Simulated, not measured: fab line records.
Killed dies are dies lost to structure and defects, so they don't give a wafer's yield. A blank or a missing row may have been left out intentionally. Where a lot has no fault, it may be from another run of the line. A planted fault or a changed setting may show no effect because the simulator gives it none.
Struck lot and sound lot, side by side :: flow n5 finfet :: 38 out of 1938 route steps
Sound: wafers L631.1, L631.4, L631.5. Struck: wafer L638.3 (left out: L638.5, a lot-mate that was not struck); the cause follows at the end.
For every step that has rows: the tool of each side, followed by ch and its chambers, followed by its first start. Under that, the readings that differ: sound wafers :: struck wafers :: difference of the means :: sigmas: that difference in standard deviations of wafers without a fault.
alike: readings whose means differ by less than 2 such deviations, and words and numbers that are the same on both sides. not compared: withheld readings, readings that some wafer has no value for, bounds like >300 that may hide the same value, and numbers for which the record gives no deviation and whose values overlap.
The two part at a step that has a row with sigmas, a row that says differs or no value, or rows on one side only. Non-overlapping numbers with no deviation appear without sigmas and do not part them. A reading missing from all wafers of one side parts the sides only when that side holds two or more wafers.

first, 8 steps without rows for these wafers: N5_BEOL_M3_ECD_50 (material Cu, target thk 300 nm); N5_BEOL_M3_ANNEAL_51 (time 90 s); N5_BEOL_M3_CMP_52 (polishes, stops on SiOC, t overpolish 6.8 s, target thk 40 nm); N5_BEOL_M3_PRE_CLEAN_60 (time 15 s); N5_BEOL_M3_CO_CAP_55 (material Co, precursor CCTBA/H2, target thk 2 nm, time 102.1 s); N5_BEOL_M3_PRE_CLEAN_56 (time 15 s); N5_BEOL_M3_DEP_57 (deposits SiCN from 3MS/NH3, target thk 8 nm, time 14 s); N5_BEOL_M4_ILD_DEP_00 (deposits SiOC from DEMS/O2, target thk 79 nm, time 15.3 s).
N5_BEOL_M4_PECVD_72: deposits SiO2 from TEOS/O2, target thk 16 nm, time 18 s.
  sound on pecvd-01 ch 1,2, day 8 23:43; struck on pecvd-01 ch 2, day 10 18:53
reading: model.SiO2_of_BEOL_M4_PECVD_72.thk nm (nm)
sound: 16 16.4 16.4
struck: 23.8
difference: +7.5
sigmas: 
  alike: heater power w, showerhead plenum p Torr, throttle valve pct
then, 25 steps without rows for these wafers: N5_BEOL_M4_HM_DEP_02 (deposits TiN, target thk 20 nm); N5_BEOL_M4_COAT_61 (time 60 s, resist thk 60 nm); N5_BEOL_M4_COAT_62 (time 60 s, resist thk 12 nm); N5_BEOL_M4_COAT_73 (time 60 s, resist thk 5 nm); N5_BEOL_M4_COAT_05 (resist thk 30 nm); N5_BEOL_M4_EBR_07; N5_BEOL_M4_SOFTBAKE_06 (time 60 s); N5_BEOL_M4_EXPOSE_08 (exposes mask M4); N5_BEOL_M4_PEB_09 (peb time 60 s); N5_BEOL_M4_DEVELOP_10 (develop time 30 s); N5_BEOL_M4_DESCUM_16 (chemistry O2, time 7 s); N5_BEOL_M4_ETCH_74 (etches underlayer in N2/H2, target depth 6.5 nm, time 5.2 s); N5_BEOL_M4_ETCH_63 (etches SiARC in CF4, target depth 15.6 nm, time 26 s); N5_BEOL_M4_ETCH_64 (etches SOC in N2/H2, target depth 75 nm, overetch 22.5 nm, time 121.9 s); N5_BEOL_M4_STRIP_65 (strips in N2/H2); N5_BEOL_M4_STRIP_75 (strips in N2/H2); N5_BEOL_M4_STRIP_66 (strips in CF4); N5_BEOL_M4_HM_OPEN_17 (chemistry Cl2/BCl3, target TiN, target depth 20 nm, overetch 6 nm); N5_BEOL_M4_STRIP_19 (strips in O2); N5_BEOL_M4_COAT_67 (time 60 s, resist thk 60 nm); N5_BEOL_M4_COAT_68 (time 60 s, resist thk 12 nm); N5_BEOL_M4_COAT_76 (time 60 s, resist thk 5 nm); N5_BEOL_M4_COAT_22 (resist thk 30 nm); N5_BEOL_M4_EBR_24; N5_BEOL_M4_SOFTBAKE_23 (time 60 s).
N5_BEOL_M4_HM_STRIP_39: strips TiN in peroxide tin strip, target depth 25 nm, time 158 s.
  sound on wet bench-01 ch 0,3,4, day 9 15:27; struck on wet bench-03 ch 4, day 10 21:28
reading: model.SiO2_of_BEOL_M4_PECVD_72.thk nm (nm)
sound: 15.8 16.2 16.2
struck: 23.8
difference: +7.7
sigmas: 
N5_BEOL_M4_CMP_52: polishes, stops on SiOC, t overpolish 6.8 s, target thk 40 nm.
  sound on cmp-01 ch 0,1,2, day 9 22:09; struck on cmp-01 ch 1, day 11 03:12
reading: barrier field endpoint s (s)
sound: 24.8 24.8 25.1
struck: 34.7
difference: +9.8
sigmas: +16

reading: overpolish run s (s)
sound: 6.810 6.814 6.800
struck: 6.483
difference: -0.325
sigmas: -38

reading: slurry filter dp kPa (kPa)
sound: 13.47 13.77 13.70
struck: 13.35
difference: -0.30
sigmas: -2

reading: slurry flow ml min
sound: 150.6 150.3 150.7
struck: 149.1
difference: -1.4
sigmas: -3
  alike: clearing platen rpm, edge zone pressure frac, motor current A
N5_BEOL_M4_RC_MEAS_101:
  sound on prober-02 ch 0, day 9 22:43; struck on prober-02 ch 0, day 11 04:07
reading: ION_P (uA/um)
sound: 449 464 453
struck: 473
difference: +18
sigmas: +2

reading: VT_P (mV)
sound: -255 -255 -257
struck: -246
difference: +10
sigmas: +2
  alike: DIBL_N, DIBL_P, IOFF_N, IOFF_P, ION_N, SS_N, SS_P, VT_N
-- here the record skips 5 days between the struck wafers' starts before and after, leaving off in module BEOL_M4 and picking up in module PASSIVATION (first step shown: number 1936 of the route) --
N5_PASSIVATION_PROBE_49:
  sound on prober-01, day 14 16:28; struck on prober-01, day 15 20:04
  alike: defect limited yield, killed_at_M0_to_M3, killed_at_M4_up, killed at contacts, killed at front end, killed at other, killed dies, killed open, killed short, sort_bin_5_function, sort_bin_6_memory, sort n pass, sort yield pct

## WHERE THEY PART
Earliest at N5_BEOL_M4_CMP_52; latest, in this record, at N5_BEOL_M4_RC_MEAS_101. Later steps at which nothing parts them and some readings are alike: N5_PASSIVATION_PROBE_49.

WHY: whatever the simulator had introduced
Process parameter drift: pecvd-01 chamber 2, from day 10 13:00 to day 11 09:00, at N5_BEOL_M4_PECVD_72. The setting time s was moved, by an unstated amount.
